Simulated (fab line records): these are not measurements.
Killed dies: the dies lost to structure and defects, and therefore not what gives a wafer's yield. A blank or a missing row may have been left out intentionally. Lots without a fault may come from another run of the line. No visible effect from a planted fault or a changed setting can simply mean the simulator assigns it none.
fab line records	flow n5-finfet
record: lots: 24	wafers: 72	last-day: 18
route steps=1938 shown BEOL_M0_SAQP@677 BEOL_M0_CUTY@709 BEOL_M0@736
lots that met no fault: taken from a fault-free run of the same line
start-h: the number of hours between the record's first day and the start of the first shown wafer of the lot	wait-h: hours from the lot's prior step to this one	" repeats the value in the row above	L1.1+2: several wafers, shown together as one row	- no value, or no start given	* or withheld: withheld	< > ~ a bound
route shown NAME@n: a module of which the file shows steps, and the number in the route of the first	usual: average and standard deviation across the fault-free wafers	same: alike in all rows	chamber/n: place in a boat	sites: per-site readings	_std_site: standard deviation of those values	_edge_site: the outer-site mean with the inner-site mean subtracted	radius-mm: for every site, how far away it sits from the centre of the wafer	mask NAME#n: copy n	behind: the last tool/chamber to shape the wafer	hold: why the lot was held/for how many hours/how that ended	device: names the non-switching transistor (n, p or np)	end of line: at the end of the route, the tests of the same wafers	a step with no rows: only its recipe	killed: the dies lost at the first sort to structure and to defects; this is not the yield of the wafer	map: a wafer's dies, x killed, . not, _ none there
set.NAME: the run value of the setting; set.NAME@STEP: its run value at that earlier step	model.NAME: the simulator's own value behind a step, which no gauge read
steps of the route over a sample of lots; a table a step, a row a wafer
services: from which hour (start-h, from the record's first day; less than 0 if before it) a tool's chamber was out of use, for how many hours, and why
== steps ==
step: N5_BEOL_M0_SAQP_SPACER2_ETCHBACK_27
recipe: chemistry: CHF3/O2	mode: anisotropic-etchback	target: SiO2	target-depth-a: 225	time-s: 11.25	pressure-mtorr: 30	source-w: 650	bias-w: 170	Ar_flow_sccm: 200	CHF3_flow_sccm: 50	O2_flow_sccm: 5	ion-energy-ev: 200
usual: drypump-motor-current-A: 5.5/0.52	mfc-ar-sccm: 200.0/0.65	oes-product-au: 0.75/0.048	rf-vpp-V: 522/5.5	showerhead-plenum-p-Torr: 2.37/0.085	throttle-valve-pct: 18.88/0.19
lot.wafer	tool	chamber	start-h	wait-h	drypump-motor-current-A	mfc-ar-sccm	oes-product-au	rf-hours-counter-h	rf-vpp-V	showerhead-plenum-p-Torr	throttle-valve-pct
L074.1	rie-diel-01	3	112.20	0.3	5.7	200.5	0.71	215	522	2.39	18.96
L074.4	"	2	"	"	6.3	200.1	0.75	136	524	2.41	18.69
L074.5	"	3	"	"	5.8	200.5	0.72	-	522	2.39	18.95
L075.2	rie-diel-02	2	118.32	0.3	5.1	200.3	0.77	141	521	2.32	18.80
L075.3	"	1	"	"	6.3	200.6	0.79	131	520	2.32	18.68
L075.6	"	1	"	"	6.3	200.0	0.80	-	518	2.32	18.69
L076.2	rie-diel-01	0	122.72	0.3	5.4	200.2	0.81	91	518	2.25	18.64
L076.4	"	2	"	"	6.3	200.1	0.73	140	523	2.41	18.68
L076.6	"	3	"	"	5.7	200.2	0.71	-	523	2.39	18.97
L077.2	rie-diel-02	0	130.87	0.3	5.2	199.7	0.89	32	526	2.55	18.53
L077.3	"	1	"	"	6.3	198.0	0.78	135	519	2.32	18.67
L077.5	"	2	"	"	5.1	199.3	0.76	-	522	2.32	18.81
L078.2	rie-diel-01	0	133.28	0.3	5.4	200.6	0.81	95	517	2.25	18.65
L078.3	"	1	"	"	4.7	199.4	0.72	175	524	2.51	19.17
L078.4	"	2	"	"	6.3	199.3	0.75	143	523	2.40	18.71
L080.2	rie-diel-06	0	142.83	0.3	5.5	199.6	0.74	149	534	2.42	19.22
L080.3	"	3	"	"	5.6	198.9	0.68	218	519	2.29	18.80
L080.4	"	2	"	"	5.0	199.7	0.75	142	512	2.33	18.90
L079.1	rie-diel-01	1	148.96	0.3	4.7	200.1	0.72	180	525	2.51	19.16
L079.2	"	0	"	"	5.4	200.3	0.80	99	519	2.24	18.67
L079.5	"	2	"	"	6.3	199.2	0.73	-	526	2.40	18.72
L081.3	rie-diel-02	2	155.44	0.3	5.0	200.7	0.76	152	521	2.32	18.83
L081.4	"	1	"	"	6.2	199.8	0.78	142	520	2.32	18.69
L081.6	"	1	"	"	6.3	199.8	0.78	-	518	2.31	18.69
L082.1	rie-diel-06	2	164.84	0.3	5.0	200.1	0.75	149	513	2.32	18.90
L082.5	"	3	"	"	5.6	199.9	0.68	-	521	2.29	18.85
L082.6	"	2	"	"	5.0	199.7	0.75	-	512	2.32	18.91
L083.2	rie-diel-01	1	167.60	0.3	4.7	200.0	0.71	186	525	2.50	19.18
L083.4	"	2	"	"	6.4	200.4	0.72	154	524	2.40	18.73
L083.5	"	2	"	"	6.3	200.3	0.73	-	525	2.40	18.74
L084.1	rie-diel-02	2	171.44	0.4	5.1	199.2	0.75	156	521	2.31	18.83
L084.5	"	0	"	"	5.3	200.8	0.88	-	527	2.55	18.55
L084.6	"	3	"	"	5.8	200.2	0.78	-	526	2.42	18.84
L085.2	rie-diel-06	3	183.23	0.3	5.6	199.2	0.68	230	521	2.29	18.84
L085.3	"	1	"	"	5.0	198.9	0.77	145	515	2.32	18.94
L085.4	"	0	"	"	5.5	200.1	0.73	158	534	2.41	19.24
L086.1	rie-diel-01	0	186.07	0.3	5.4	200.0	0.79	109	519	2.24	18.71
L086.5	"	1	"	"	4.7	200.3	0.71	-	524	2.50	19.19
L086.6	"	2	"	"	6.3	199.9	0.71	-	523	2.40	18.74
L087.2	rie-diel-06	1	190.60	0.3	5.0	199.6	0.76	147	514	2.32	18.91
L087.4	"	2	"	"	5.0	198.7	0.74	157	512	2.32	18.92
L087.6	"	2	"	"	5.0	199.4	0.73	-	512	2.32	18.91
L088.1	rie-diel-01	1	200.96	0.3	4.7	200.2	0.70	196	525	2.50	19.19
L088.3	"	0	"	"	5.4	200.0	0.78	114	519	2.24	18.69
L088.5	"	3	"	"	5.8	199.5	0.69	-	522	2.38	19.00
L089.1	rie-diel-06	3	202.04	0.3	5.6	200.2	0.67	236	520	2.28	18.86
L089.2	"	1	"	"	5.0	200.2	0.76	150	514	2.32	18.93
L089.3	"	2	"	"	5.0	201.2	0.73	161	511	2.32	18.93
L090.2	rie-diel-01	2	206.29	0.3	6.3	199.0	0.72	166	524	2.40	18.73
L090.3	"	3	"	"	5.7	200.5	0.69	243	521	2.38	19.02
L090.4	"	0	"	"	5.4	198.6	0.78	116	517	2.24	18.69
L091.2	rie-diel-01	1	218.59	0.3	4.7	199.7	0.70	202	525	2.50	19.19
L091.3	"	3	"	"	5.7	200.4	0.70	247	522	2.38	19.02
L091.5	"	0	"	"	5.4	198.8	0.78	-	519	2.24	18.70
L092.2	rie-diel-01	3	222.30	0.3	5.8	200.5	0.69	247	521	2.38	19.03
L092.4	"	0	"	"	5.4	199.6	0.78	121	518	2.24	18.71
L092.6	"	3	"	"	5.7	199.6	0.69	-	522	2.38	19.03
L093.1	rie-diel-01	1	222.76	0.3	4.7	199.0	0.70	203	524	2.50	19.21
L093.2	"	3	"	"	5.8	199.5	0.68	247	521	2.38	19.01
L093.5	"	2	"	"	6.3	199.4	0.72	-	524	2.39	18.74
L094.2	rie-diel-02	3	229.30	0.3	5.9	200.5	0.76	155	525	2.41	18.86
L094.3	"	0	"	"	5.2	201.3	0.84	61	526	2.54	18.56
L094.4	"	1	"	"	6.3	200.9	0.76	163	519	2.31	18.74
L095.1	rie-diel-02	2	232.71	0.3	5.1	199.8	0.74	175	522	2.31	18.86
L095.3	"	3	"	"	5.9	199.9	0.76	156	528	2.41	18.86
L095.5	"	3	"	"	5.9	199.6	0.76	-	527	2.41	18.87
L096.1	rie-diel-06	1	245.11	0.3	5.0	200.5	0.75	164	514	2.31	18.96
L096.3	"	2	"	"	5.0	198.1	0.72	174	511	2.31	18.95
L096.5	"	2	"	"	5.0	198.7	0.72	-	513	2.31	18.93
L097.2	rie-diel-06	2	248.54	0.3	5.0	199.7	0.73	176	511	2.31	18.95
L097.3	"	1	"	"	5.0	200.7	0.75	165	513	2.31	18.96
L097.5	"	0	"	"	5.5	200.0	0.72	-	535	2.41	19.28
step: N5_BEOL_M0_CUTY_OVL_MEAS_58
recipe: points-per-wafer: 44
usual: M0_ABLK_OVL: 0.5/0.71
same: points-per-wafer: 44
lot.wafer	tool	chamber	start-h	wait-h	M0_ABLK_OVL[nm]
L074.1	overlay-02	0	114.25	0.0	0.5
L074.4	"	0	"	"	-1.2
L074.5	"	0	"	"	0.9
L075.2	overlay-01	0	120.42	0.0	0.5
L075.3	"	0	"	"	2.0
L075.6	"	0	"	"	1.1
L076.2	overlay-02	0	125.33	0.0	-0.8
L076.4	"	0	"	"	0.5
L076.6	"	0	"	"	-0.1
L077.2	overlay-02	0	133.45	0.0	0.6
L077.3	"	0	"	"	1.1
L077.5	"	0	"	"	2.2
L078.2	overlay-02	0	135.41	0.0	1.4
L078.3	"	0	"	"	-0.1
L078.4	"	0	"	"	0.7
L080.2	overlay-02	0	145.05	0.0	0.7
L080.3	"	0	"	"	0.6
L080.4	"	0	"	"	0.3
L079.1	overlay-01	0	151.20	0.0	0.2
L079.2	"	0	"	"	-0.1
L079.5	"	0	"	"	-0.5
L081.3	overlay-02	0	157.41	0.0	0.2
L081.4	"	0	"	"	1.1
L081.6	"	0	"	"	1.4
L082.1	overlay-02	0	166.68	0.0	0.2
L082.5	"	0	"	"	0.6
L082.6	"	0	"	"	1.4
L083.2	overlay-02	0	169.84	0.0	0.2
L083.4	"	0	"	"	-0.3
L083.5	"	0	"	"	0.5
L084.1	overlay-02	0	173.98	0.0	0.8
L084.5	"	0	"	"	0.9
L084.6	"	0	"	"	-0.7
L085.2	overlay-01	0	185.60	0.0	-0.6
L085.3	"	0	"	"	1.4
L085.4	"	0	"	"	0.1
L086.1	overlay-02	0	188.69	0.0	1.5
L086.5	"	0	"	"	0.4
L086.6	"	0	"	"	1.4
L087.2	overlay-02	0	192.78	0.0	-0.3
L087.4	"	0	"	"	-0.3
L087.6	"	0	"	"	-0.1
L088.1	overlay-01	0	202.95	0.0	1.8
L088.3	"	0	"	"	-0.1
L088.5	"	0	"	"	0.7
L089.1	overlay-02	0	204.00	0.0	0.5
L089.2	"	0	"	"	0.9
L089.3	"	0	"	"	0.9
L090.2	overlay-01	0	208.25	0.0	-0.5
L090.3	"	0	"	"	0.3
L090.4	"	0	"	"	-0.3
L091.2	overlay-01	0	221.08	0.0	0.1
L091.3	"	0	"	"	-0.6
L091.5	"	0	"	"	1.9
L092.2	overlay-01	0	224.29	0.0	-0.1
L092.4	"	0	"	"	0.5
L092.6	"	0	"	"	0.7
L093.1	overlay-02	0	224.83	0.0	0.6
L093.2	"	0	"	"	0.5
L093.5	"	0	"	"	0.9
L094.2	overlay-02	0	231.41	0.0	0.3
L094.3	"	0	"	"	0.8
L094.4	"	0	"	"	-0.5
L095.1	overlay-02	0	234.55	0.0	0.4
L095.3	"	0	"	"	-1.2
L095.5	"	0	"	"	-0.5
L096.1	overlay-01	0	246.97	0.0	0.3
L096.3	"	0	"	"	-0.4
L096.5	"	0	"	"	-1.1
L097.2	overlay-01	0	250.62	0.0	1.2
L097.3	"	0	"	"	0.8
L097.5	"	0	"	"	0.4
step: N5_BEOL_M0_CUTY_ETCH_63
recipe: chemistry: N2/H2	target: SOC	target-depth-a: 827	overetch-a: 165	mask-material: SiARC	temp-c: 40	ion-energy-ev: 200	time-s: 124	pressure-mtorr: 30	source-w: 840	bias-w: 150	n2-flow-sccm: 200	h2-flow-sccm: 200
usual: drypump-motor-current-A: 6.0/0.38	h2-flow-sccm: 199.9/0.58	oes-product-au: 0.65/0.073	rf-vpp-V: 523.7/2.2	showerhead-plenum-p-Torr: 2.54/0.068	throttle-valve-pct: 17.87/0.29
lot.wafer	tool	chamber	start-h	wait-h	drypump-motor-current-A	h2-flow-sccm	oes-product-au	rf-hours-counter-h	rf-vpp-V	showerhead-plenum-p-Torr	throttle-valve-pct
L074.1	rie-diel-04	1	114.39	0.0	6.0	200.8	0.60	159	524.9	2.55	17.84
L074.4	"	2	"	"	5.4	199.5	0.57	239	523.4	2.50	17.75
L074.5	"	3	"	"	6.3	200.6	0.57	-	520.1	2.40	18.18
L075.2	rie-diel-04	0	121.13	0.0	5.4	200.0	0.56	230	525.1	2.63	17.89
L075.3	"	1	"	"	6.0	199.7	0.59	161	522.7	2.55	17.84
L075.6	"	3	"	"	6.4	201.2	0.57	-	518.8	2.40	18.21
L076.2	rie-diel-03	3	125.46	0.0	6.3	199.7	0.68	86	525.4	2.57	17.64
L076.4	"	3	"	"	6.4	199.1	0.68	-	523.7	2.57	17.63
L076.6	"	2	"	"	5.5	199.7	0.58	-	526.6	2.63	18.35
L077.2	rie-diel-05	1	133.59	0.0	6.2	200.6	0.57	235	522.7	2.50	18.16
L077.3	"	3	"	"	6.2	201.1	0.59	193	527.4	2.63	18.26
L077.5	"	0	"	"	6.1	200.2	0.70	-	521.0	2.48	17.60
L078.2	rie-diel-04	2	135.55	0.0	5.3	200.3	0.56	250	523.1	2.49	17.75
L078.3	"	0	"	"	5.4	199.5	0.56	237	526.7	2.62	17.92
L078.4	"	1	"	"	6.0	199.4	0.59	-	524.1	2.54	17.84
L080.2	rie-diel-03	0	145.25	0.0	5.8	199.9	0.70	54	524.3	2.58	18.03
L080.3	"	3	"	"	6.3	201.2	0.67	95	523.5	2.57	17.66
L080.4	"	3	"	"	6.4	200.7	0.67	-	525.2	2.57	17.66
L079.1	rie-diel-05	3	151.34	0.0	6.2	199.8	0.59	199	527.6	2.63	18.27
L079.2	"	1	"	"	6.2	199.3	0.57	242	524.0	2.50	18.17
L079.5	"	2	"	"	6.4	199.4	0.68	-	522.8	2.47	17.57
L081.3	rie-diel-05	2	157.55	0.0	6.3	201.3	0.67	71	522.2	2.47	17.56
L081.4	"	0	"	"	6.1	199.9	0.70	65	520.0	2.48	17.61
L081.6	"	1	"	"	6.2	199.9	0.56	-	522.6	2.50	18.19
L082.1	rie-diel-05	0	167.15	0.0	6.0	200.5	0.70	69	521.1	2.47	17.64
L082.5	"	0	"	"	6.0	200.5	0.69	-	521.0	2.47	17.65
L082.6	"	3	"	"	6.2	198.9	0.59	-	526.2	2.63	18.27
L083.2	rie-diel-05	3	170.02	0.0	6.2	198.9	0.58	207	526.6	2.63	18.25
L083.4	"	0	"	"	6.1	198.8	0.69	70	521.9	2.47	17.64
L083.5	"	3	"	"	6.2	199.5	0.59	-	526.4	2.63	18.26
L084.1	rie-diel-05	2	174.25	0.0	6.3	200.6	0.66	77	521.1	2.47	17.59
L084.5	"	2	"	"	6.4	200.8	0.67	-	522.6	2.47	17.58
L084.6	"	3	"	"	6.2	199.7	0.59	-	527.1	2.63	18.27
L085.2	rie-diel-04	2	186.19	0.0	5.4	199.8	0.79	6	520.4	2.49	17.34
L085.3	"	1	"	"	6.0	200.8	0.57	194	523.3	2.53	17.87
L085.4	"	3	"	"	6.3	199.8	0.56	-	519.2	2.39	18.25
L086.1	rie-diel-03	3	188.83	0.0	6.4	199.4	0.66	111	523.8	2.56	17.69
L086.5	"	3	"	"	6.4	199.3	0.66	-	523.7	2.56	17.70
L086.6	"	0	"	"	5.8	200.1	0.69	-	524.2	2.58	18.06
L087.2	rie-diel-03	0	193.02	0.0	5.8	200.0	0.69	70	525.0	2.58	18.08
L087.4	"	3	"	"	6.3	199.9	0.66	112	523.0	2.56	17.70
L087.6	"	2	"	"	5.5	200.0	0.57	-	525.7	2.61	18.39
L088.1	rie-diel-04	1	203.09	0.0	6.0	199.0	0.57	201	524.1	2.53	17.91
L088.3	"	2	"	"	5.3	199.8	0.77	13	522.7	2.48	17.34
L088.5	"	2	"	"	5.4	199.5	0.76	-	523.4	2.48	17.34
L089.1	rie-diel-05	1	204.14	0.0	6.2	198.6	0.78	2	523.3	2.50	17.75
L089.2	"	2	"	"	6.3	199.8	0.65	91	521.8	2.47	17.61
L089.3	"	0	"	"	6.1	199.4	0.68	81	520.2	2.47	17.66
L090.2	rie-diel-04	2	208.48	0.0	5.3	200.9	0.77	15	522.8	2.48	17.35
L090.3	"	0	"	"	5.4	200.8	0.78	8	525.7	2.61	17.53
L090.4	"	3	"	"	6.4	199.6	0.79	2	527.8	2.71	17.79
L091.2	rie-diel-03	1	221.22	0.0	6.5	200.5	0.73	25	522.1	2.50	17.94
L091.3	"	0	"	"	5.7	199.5	0.68	81	524.5	2.57	18.07
L091.5	"	3	"	"	6.4	199.1	0.65	-	525.5	2.55	17.72
L092.2	rie-diel-05	1	224.47	0.0	6.2	200.3	0.73	11	521.8	2.49	17.77
L092.4	"	3	"	"	6.2	199.5	0.58	225	526.7	2.62	18.28
L092.6	"	3	"	"	6.2	201.0	0.58	-	526.3	2.62	18.30
L093.1	rie-diel-04	1	224.97	0.0	6.0	200.0	0.57	208	524.2	2.53	17.93
L093.2	"	2	"	"	5.3	199.9	0.75	20	522.8	2.48	17.37
L093.5	"	2	"	"	5.3	200.6	0.75	-	522.3	2.48	17.37
L094.2	rie-diel-05	2	231.55	0.0	6.3	200.0	0.64	101	521.2	2.46	17.62
L094.3	"	0	"	"	6.0	199.9	0.67	92	521.3	2.47	17.69
L094.4	"	3	"	"	6.2	199.8	0.58	227	525.6	2.62	18.28
L095.1	rie-diel-03	1	235.15	0.0	6.5	199.9	0.72	30	524.0	2.50	17.96
L095.3	"	2	"	"	5.5	199.7	0.56	247	523.9	2.61	18.42
L095.5	"	0	"	"	5.8	200.3	0.67	-	525.6	2.57	18.09
L096.1	rie-diel-04	0	247.71	0.0	5.4	199.2	0.76	22	526.1	2.61	17.54
L096.3	"	1	"	"	6.0	200.0	0.56	217	523.5	2.52	17.92
L096.5	"	3	"	"	6.4	199.4	0.75	-	529.9	2.71	17.81
L097.2	rie-diel-03	0	251.03	0.0	5.8	199.7	0.67	95	523.6	2.57	18.11
L097.3	"	1	"	"	6.5	199.2	0.70	37	521.6	2.49	17.97
L097.5	"	1	"	"	6.5	200.3	0.71	-	522.7	2.49	17.98
step: N5_BEOL_M0_SPUTTER_132
recipe: material: Cu	target-thk-a: 40	temp-c: -20	chamber-pressure-pa: 0.07	power-w: withheld	time-s: 7.37
usual: throttle-valve-pct: 29.6/1.2
lot.wafer	tool	chamber	start-h	wait-h	throttle-valve-pct
L074.1	pvd-sputter-02	-	119.81	0.0	29.7
L074.4	"	-	"	"	27.4
L074.5	"	-	"	"	27.6
L075.2	pvd-sputter-03	-	123.80	0.0	29.0
L075.3	"	-	"	"	31.0
L075.6	"	-	"	"	29.2
L076.2	pvd-sputter-01	-	128.56	0.0	29.1
L076.4	"	-	"	"	29.8
L076.6	"	-	"	"	28.0
L077.2	pvd-sputter-03	-	136.70	0.0	29.2
L077.3	"	-	"	"	30.5
L077.5	"	-	"	"	30.3
L078.2	pvd-sputter-03	-	139.18	0.0	31.0
L078.3	"	-	"	"	29.0
L078.4	"	-	"	"	28.6
L080.2	pvd-sputter-03	-	151.11	0.0	29.2
L080.3	"	-	"	"	28.9
L080.4	"	-	"	"	31.0
L079.1	pvd-sputter-01	-	155.46	0.0	29.6
L079.2	"	-	"	"	27.7
L079.5	"	-	"	"	30.5
L081.3	pvd-sputter-01	-	161.34	0.0	29.3
L081.4	"	-	"	"	27.9
L081.6	"	-	"	"	29.2
L082.1	pvd-sputter-01	-	171.24	0.0	29.4
L082.5	"	-	"	"	29.8
L082.6	"	-	"	"	29.1
L083.2	pvd-sputter-02	-	172.96	0.0	29.5
L083.4	"	-	"	"	30.2
L083.5	"	-	"	"	31.3
L084.1	pvd-sputter-02	-	181.49	0.0	31.0
L084.5	"	-	"	"	30.0
L084.6	"	-	"	"	27.3
L085.2	pvd-sputter-01	-	188.62	0.0	31.1
L085.3	"	-	"	"	29.7
L085.4	"	-	"	"	27.5
L086.1	pvd-sputter-03	-	193.01	0.0	30.6
L086.5	"	-	"	"	30.2
L086.6	"	-	"	"	31.0
L087.2	pvd-sputter-03	-	198.85	0.0	29.0
L087.4	"	-	"	"	30.6
L087.6	"	-	"	"	29.3
L089.1	pvd-sputter-01	-	208.19	0.0	29.6
L089.2	"	-	"	"	30.8
L089.3	"	-	"	"	29.2
L088.1	pvd-sputter-01	-	208.73	0.0	29.6
L088.3	"	-	"	"	27.7
L088.5	"	-	"	"	31.1
L090.2	pvd-sputter-01	-	213.02	0.0	29.5
L090.3	"	-	"	"	31.2
L090.4	"	-	"	"	29.0
L091.2	pvd-sputter-02	-	227.12	0.0	30.0
L091.3	"	-	"	"	29.9
L091.5	"	-	"	"	30.9
L092.2	pvd-sputter-01	-	229.72	0.0	29.4
L092.4	"	-	"	"	31.0
L092.6	"	-	"	"	27.5
L093.1	pvd-sputter-03	-	231.47	0.0	30.9
L093.2	"	-	"	"	28.6
L093.5	"	-	"	"	31.0
L094.2	pvd-sputter-02	-	235.23	0.0	30.9
L094.3	"	-	"	"	30.2
L094.4	"	-	"	"	29.9
L095.1	pvd-sputter-01	-	240.80	0.0	27.6
L095.3	"	-	"	"	29.9
L095.5	"	-	"	"	29.8
L096.1	pvd-sputter-02	-	254.03	0.0	29.7
L096.3	"	-	"	"	31.0
L096.5	"	-	"	"	30.2
L097.2	pvd-sputter-01	-	255.68	0.0	30.8
L097.3	"	-	"	"	29.6
L097.5	"	-	"	"	29.2
step: N5_BEOL_M0_SPUTTER_134
recipe: material: Cu	target-thk-a: 40	temp-c: -20	chamber-pressure-pa: 0.07	power-w: withheld	time-s: 7.37
usual: throttle-valve-pct: 29.6/1.2
lot.wafer	tool	chamber	start-h	wait-h	throttle-valve-pct
L074.1	pvd-sputter-02	-	119.93	0.0	29.9
L074.4	"	-	"	"	27.4
L074.5	"	-	"	"	27.4
L075.2	pvd-sputter-03	-	123.92	0.0	28.7
L075.3	"	-	"	"	31.1
L075.6	"	-	"	"	29.1
L076.2	pvd-sputter-01	-	128.68	0.0	29.4
L076.4	"	-	"	"	29.7
L076.6	"	-	"	"	27.6
L077.2	pvd-sputter-03	-	136.82	0.0	29.1
L077.3	"	-	"	"	30.5
L077.5	"	-	"	"	30.4
L078.2	pvd-sputter-03	-	139.30	0.0	30.9
L078.3	"	-	"	"	29.4
L078.4	"	-	"	"	28.9
L080.2	pvd-sputter-03	-	151.23	0.0	29.3
L080.3	"	-	"	"	28.3
L080.4	"	-	"	"	31.1
L079.1	pvd-sputter-01	-	155.58	0.0	29.6
L079.2	"	-	"	"	27.7
L079.5	"	-	"	"	30.9
L081.3	pvd-sputter-01	-	161.46	0.0	29.2
L081.4	"	-	"	"	27.7
L081.6	"	-	"	"	29.4
L082.1	pvd-sputter-01	-	171.36	0.0	29.8
L082.5	"	-	"	"	29.5
L082.6	"	-	"	"	29.2
L083.2	pvd-sputter-02	-	173.08	0.0	29.9
L083.4	"	-	"	"	30.1
L083.5	"	-	"	"	31.0
L084.1	pvd-sputter-02	-	181.61	0.0	30.9
L084.5	"	-	"	"	29.8
L084.6	"	-	"	"	27.2
L085.2	pvd-sputter-01	-	188.74	0.0	30.8
L085.3	"	-	"	"	29.7
L085.4	"	-	"	"	27.7
L086.1	pvd-sputter-03	-	193.13	0.0	30.4
L086.5	"	-	"	"	30.2
L086.6	"	-	"	"	30.8
L087.2	pvd-sputter-03	-	198.97	0.0	28.9
L087.4	"	-	"	"	30.5
L087.6	"	-	"	"	29.3
L089.1	pvd-sputter-01	-	208.31	0.0	29.7
L089.2	"	-	"	"	30.7
L089.3	"	-	"	"	29.0
L088.1	pvd-sputter-01	-	208.85	0.0	29.8
L088.3	"	-	"	"	27.7
L088.5	"	-	"	"	31.0
L090.2	pvd-sputter-01	-	213.14	0.0	29.5
L090.3	"	-	"	"	31.1
L090.4	"	-	"	"	29.0
L091.2	pvd-sputter-02	-	227.24	0.0	30.1
L091.3	"	-	"	"	29.7
L091.5	"	-	"	"	31.1
L092.2	pvd-sputter-01	-	229.84	0.0	28.8
L092.4	"	-	"	"	30.9
L092.6	"	-	"	"	28.1
L093.1	pvd-sputter-03	-	231.59	0.0	31.0
L093.2	"	-	"	"	28.7
L093.5	"	-	"	"	30.9
L094.2	pvd-sputter-02	-	235.35	0.0	31.2
L094.3	"	-	"	"	30.1
L094.4	"	-	"	"	29.9
L095.1	pvd-sputter-01	-	240.92	0.0	27.8
L095.3	"	-	"	"	30.0
L095.5	"	-	"	"	29.6
L096.1	pvd-sputter-02	-	254.15	0.0	29.6
L096.3	"	-	"	"	31.2
L096.5	"	-	"	"	30.0
L097.2	pvd-sputter-01	-	255.80	0.0	30.8
L097.3	"	-	"	"	29.2
L097.5	"	-	"	"	29.5
step: N5_BEOL_M0_INSPECT_127
recipe: inspect-instrument: darkfield	mode: post-dep
usual: raw-defect-count: 69/23
lot.wafer	tool	chamber	start-h	wait-h	raw-defect-count
L074.1	defect-inspect-02	-	121.13	0.0	99
L074.4	"	-	"	"	120
L074.5	"	-	"	"	125
L075.2	defect-inspect-01	-	125.17	0.0	74
L075.3	"	-	"	"	51
L075.6	"	-	"	"	82
L076.2	defect-inspect-02	-	130.59	0.0	84
L076.4	"	-	"	"	87
L076.6	"	-	"	"	80
L077.2	defect-inspect-01	-	138.49	0.0	86
L077.3	"	-	"	"	49
L077.5	"	-	"	"	93
L078.2	defect-inspect-01	-	140.83	0.0	62
L078.3	"	-	"	"	66
L078.4	"	-	"	"	69
L080.2	defect-inspect-01	-	152.42	0.0	65
L080.3	"	-	"	"	58
L080.4	"	-	"	"	41
L079.1	defect-inspect-01	-	156.78	0.0	103
L079.2	"	-	"	"	54
L079.5	"	-	"	"	81
L081.3	defect-inspect-01	-	163.74	0.0	46
L081.4	"	-	"	"	52
L081.6	"	-	"	"	61
L082.1	defect-inspect-01	-	172.62	0.0	78
L082.5	"	-	"	"	45
L082.6	"	-	"	"	55
L083.2	defect-inspect-01	-	174.29	0.0	92
L083.4	"	-	"	"	84
L083.5	"	-	"	"	36
L084.1	defect-inspect-02	-	182.96	0.0	41
L084.5	"	-	"	"	31
L084.6	"	-	"	"	71
L085.2	defect-inspect-01	-	189.95	0.0	57
L085.3	"	-	"	"	43
L085.4	"	-	"	"	62
L086.1	defect-inspect-02	-	194.32	0.0	53
L086.5	"	-	"	"	49
L086.6	"	-	"	"	52
L087.2	defect-inspect-01	-	200.37	0.0	52
L087.4	"	-	"	"	38
L087.6	"	-	"	"	71
L089.1	defect-inspect-01	-	209.53	0.0	74
L089.2	"	-	"	"	80
L089.3	"	-	"	"	90
L088.1	defect-inspect-02	-	210.19	0.0	63
L088.3	"	-	"	"	56
L088.5	"	-	"	"	82
L090.2	defect-inspect-02	-	214.37	0.0	39
L090.3	"	-	"	"	53
L090.4	"	-	"	"	37
L091.2	defect-inspect-01	-	228.43	0.0	59
L091.3	"	-	"	"	76
L091.5	"	-	"	"	57
L092.2	defect-inspect-02	-	231.39	0.0	92
L092.4	"	-	"	"	98
L092.6	"	-	"	"	62
L093.1	defect-inspect-01	-	232.78	0.0	56
L093.2	"	-	"	"	45
L093.5	"	-	"	"	71
L094.2	defect-inspect-02	-	236.54	0.0	70
L094.3	"	-	"	"	61
L094.4	"	-	"	"	119
L095.1	defect-inspect-01	-	242.17	0.0	97
L095.3	"	-	"	"	63
L095.5	"	-	"	"	65
L096.1	defect-inspect-02	-	255.35	0.0	80
L096.3	"	-	"	"	155
L096.5	"	-	"	"	138
L097.2	defect-inspect-02	-	257.09	0.0	63
L097.3	"	-	"	"	40
L097.5	"	-	"	"	55
== services ==
tool	chamber	start-h	hours	kind
rie-diel-01	-	89.90	2.8	pm
rie-diel-04	-	94.95	0.9	repair
rie-diel-02	0	100.79	3.5	repair
pvd-sputter-03	-	102.19	3.2	repair
rie-diel-02	0	104.59	9.6	repair
rie-diel-02	3	125.78	8.9	repair
rie-diel-04	2	149.43	-	clean
rie-diel-04	2	149.43	-	consumable-replace:focus-ring
rie-diel-04	0	154.52	2.4	repair
rie-diel-04	0	161.59	5.3	repair
rie-diel-06	0	161.86	8.2	repair
rie-diel-03	1	165.50	5.0	repair
rie-diel-05	1	177.38	-	clean
rie-diel-05	1	177.38	-	consumable-replace:focus-ring
rie-diel-05	1	177.38	21.6	scheduled-down
rie-diel-05	1	177.38	21.6	vent-cycle
rie-diel-05	3	202.56	13.1	repair
rie-diel-01	2	235.65	2.4	repair
rie-diel-01	3	236.99	5.4	repair
rie-diel-01	3	242.70	-	clean
rie-diel-01	3	242.70	-	consumable-replace:esc
rie-diel-01	3	242.70	-	consumable-replace:focus-ring
rie-diel-01	3	242.70	18.6	scheduled-down
rie-diel-01	3	242.70	18.6	vent-cycle
== key ==
fault none
